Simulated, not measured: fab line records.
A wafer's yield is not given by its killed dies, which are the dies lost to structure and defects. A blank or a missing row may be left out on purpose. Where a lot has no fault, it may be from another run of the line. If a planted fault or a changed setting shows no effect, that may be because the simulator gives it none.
Lot-split experiment :: flow n5Finfet :: 21 wafers read from 7 lots, route of 1938 steps

SPLIT DETAILS
At N5_BEOL_M7_DESCUM_33 (chemistry O2, time 7 s), the setting timeS was moved away from the recipe's 7 s on 5 of the 21 wafers read, by -22.4% to +14.9%. This setting was run at the recipe's value on the other wafers.

FROM THE SPLIT ON TO THE READING: in between, the file shows 1 step
- N5_BEOL_M7_ETCH_72: etches underlayer in N2/H2, target depth 6.5 nm, time 5.2 s

THE READING
CAR-EUV_of_BEOL_M7_COAT_22.thkNm (the simulator's own value, which no gauge read), in nm, at N5_BEOL_M7_ETCH_65 (etches SiARC in CF4, target depth 15.6 nm, time 26 s). The file does not state a usual value for it. Here, 16 wafers ran the recipe; their average is 11.1 nm with a standard deviation of 0.14 nm.

wafer: L078.1
tool, chamber at the split: rieDiel-02, 2
timeS as run, s: 7.937
against the recipe: +13.4%
CAR-EUV_of_BEOL_M7_COAT_22.thkNm, nm: 10.4
against lot-mates on the recipe: -0.7

wafer: L078.2
tool, chamber at the split: rieDiel-02, 3
timeS as run, s: 7
against the recipe: recipe
CAR-EUV_of_BEOL_M7_COAT_22.thkNm, nm: 11
against lot-mates on the recipe: -

wafer: L078.4
tool, chamber at the split: rieDiel-02, 1
timeS as run, s: 7
against the recipe: recipe
CAR-EUV_of_BEOL_M7_COAT_22.thkNm, nm: 11.2
against lot-mates on the recipe: -

wafer: L082.1
tool, chamber at the split: rieDiel-02, 2
timeS as run, s: 7
against the recipe: recipe
CAR-EUV_of_BEOL_M7_COAT_22.thkNm, nm: 11.2
against lot-mates on the recipe: -

wafer: L082.2
tool, chamber at the split: rieDiel-02, 3
timeS as run, s: 7
against the recipe: recipe
CAR-EUV_of_BEOL_M7_COAT_22.thkNm, nm: 11.2
against lot-mates on the recipe: -

wafer: L082.5
tool, chamber at the split: rieDiel-02, 3
timeS as run, s: 7
against the recipe: recipe
CAR-EUV_of_BEOL_M7_COAT_22.thkNm, nm: 11.2
against lot-mates on the recipe: -

wafer: L084.2
tool, chamber at the split: rieDiel-02, 3
timeS as run, s: 7.663
against the recipe: +9.5%
CAR-EUV_of_BEOL_M7_COAT_22.thkNm, nm: 10.6
against lot-mates on the recipe: -0.6

wafer: L084.3
tool, chamber at the split: rieDiel-02, 1
timeS as run, s: 7
against the recipe: recipe
CAR-EUV_of_BEOL_M7_COAT_22.thkNm, nm: 11.2
against lot-mates on the recipe: -

wafer: L084.6
tool, chamber at the split: rieDiel-02, 1
timeS as run, s: 7.663
against the recipe: +9.5%
CAR-EUV_of_BEOL_M7_COAT_22.thkNm, nm: 10.6
against lot-mates on the recipe: -0.6

wafer: L089.2
tool, chamber at the split: rieDiel-03, 1,2,1
timeS as run, s: 7
against the recipe: recipe
CAR-EUV_of_BEOL_M7_COAT_22.thkNm, nm: 11.2
against lot-mates on the recipe: -

wafer: L089.6
tool, chamber at the split: rieDiel-03, 1,2,1
timeS as run, s: 7
against the recipe: recipe
CAR-EUV_of_BEOL_M7_COAT_22.thkNm, nm: 11.2
against lot-mates on the recipe: -

wafer: L089.4
tool, chamber at the split: rieDiel-03, 1,2,1
timeS as run, s: 7
against the recipe: recipe
CAR-EUV_of_BEOL_M7_COAT_22.thkNm, nm: 10.8
against lot-mates on the recipe: -

wafer: L091.3
tool, chamber at the split: rieDiel-06, 0
timeS as run, s: 7
against the recipe: recipe
CAR-EUV_of_BEOL_M7_COAT_22.thkNm, nm: 11
against lot-mates on the recipe: -

wafer: L091.5
tool, chamber at the split: rieDiel-06, 1
timeS as run, s: 7
against the recipe: recipe
CAR-EUV_of_BEOL_M7_COAT_22.thkNm, nm: 11.2
against lot-mates on the recipe: -

wafer: L091.6
tool, chamber at the split: rieDiel-06, 2
timeS as run, s: 5.435
against the recipe: -22.4%
CAR-EUV_of_BEOL_M7_COAT_22.thkNm, nm: 11.8
against lot-mates on the recipe: +0.7

wafer: L094.1
tool, chamber at the split: rieDiel-06, 2
timeS as run, s: 7
against the recipe: recipe
CAR-EUV_of_BEOL_M7_COAT_22.thkNm, nm: 11
against lot-mates on the recipe: -

wafer: L094.4
tool, chamber at the split: rieDiel-06, 2
timeS as run, s: 7
against the recipe: recipe
CAR-EUV_of_BEOL_M7_COAT_22.thkNm, nm: 11
against lot-mates on the recipe: -

wafer: L094.5
tool, chamber at the split: rieDiel-06, 1
timeS as run, s: 7
against the recipe: recipe
CAR-EUV_of_BEOL_M7_COAT_22.thkNm, nm: 11.4
against lot-mates on the recipe: -

wafer: L095.3
tool, chamber at the split: rieDiel-02, 2
timeS as run, s: 8.041
against the recipe: +14.9%
CAR-EUV_of_BEOL_M7_COAT_22.thkNm, nm: 10.6
against lot-mates on the recipe: -0.5

wafer: L095.4
tool, chamber at the split: rieDiel-02, 1
timeS as run, s: 7
against the recipe: recipe
CAR-EUV_of_BEOL_M7_COAT_22.thkNm, nm: 11.2
against lot-mates on the recipe: -

wafer: L095.5
tool, chamber at the split: rieDiel-02, 3
timeS as run, s: 7
against the recipe: recipe
CAR-EUV_of_BEOL_M7_COAT_22.thkNm, nm: 11
against lot-mates on the recipe: -
If several chambers appear in one row, that row covers several wafers at once and the file leaves open which wafer was in which chamber.

FIT RESULTS
A straight line over all 21 wafers: CAR-EUV_of_BEOL_M7_COAT_22.thkNm changes by -0.0387 nm for each +1% of timeS; r = -0.89; the points scatter about the line by 0.15 nm.
The same after taking each lot's own level away (the mean of its wafers on the recipe; 21 wafers): -0.0398 nm for each +1%; r = -0.89; scatter 0.15 nm.
According to that fit, moving timeS by its largest amount changes the reading by 0.89 nm.
From 11.07 to 11.20 nm: that is the span of the lots' own levels, equal to 1.0 times the standard deviation above.
Consequently the slope shifts little with the lot-to-lot level, the two slopes agreeing.
Check: for one of the wafers moved furthest among these (-22.4%), held out of the fit, the line's prediction against its lot-mates is +1.07 nm. Against them it came out at +0.7 nm.

THE WHOLE CHAIN: every reading that the file lists as answering this split, in the file's order
step: N5_BEOL_M7_DESCUM_33
what it does: chemistry O2, time 7 s
reading: CAR-EUV_of_BEOL_M7_COAT_22.thkNm (the simulator's own value, which no gauge read)
change (the file's fit): -0.0347 nm for each +1% of the setting
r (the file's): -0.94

step: N5_BEOL_M7_ETCH_65
what it does: etches SiARC in CF4, target depth 15.6 nm, time 26 s
reading: CAR-EUV_of_BEOL_M7_COAT_22.thkNm (the simulator's own value, which no gauge read)
change (the file's fit): -0.0385 nm for each +1% of the setting
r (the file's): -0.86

FILE'S OWN FIT
CAR-EUV_of_BEOL_M7_COAT_22.thkNm changes by -0.0385 nm for each +1% of timeS, r = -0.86.
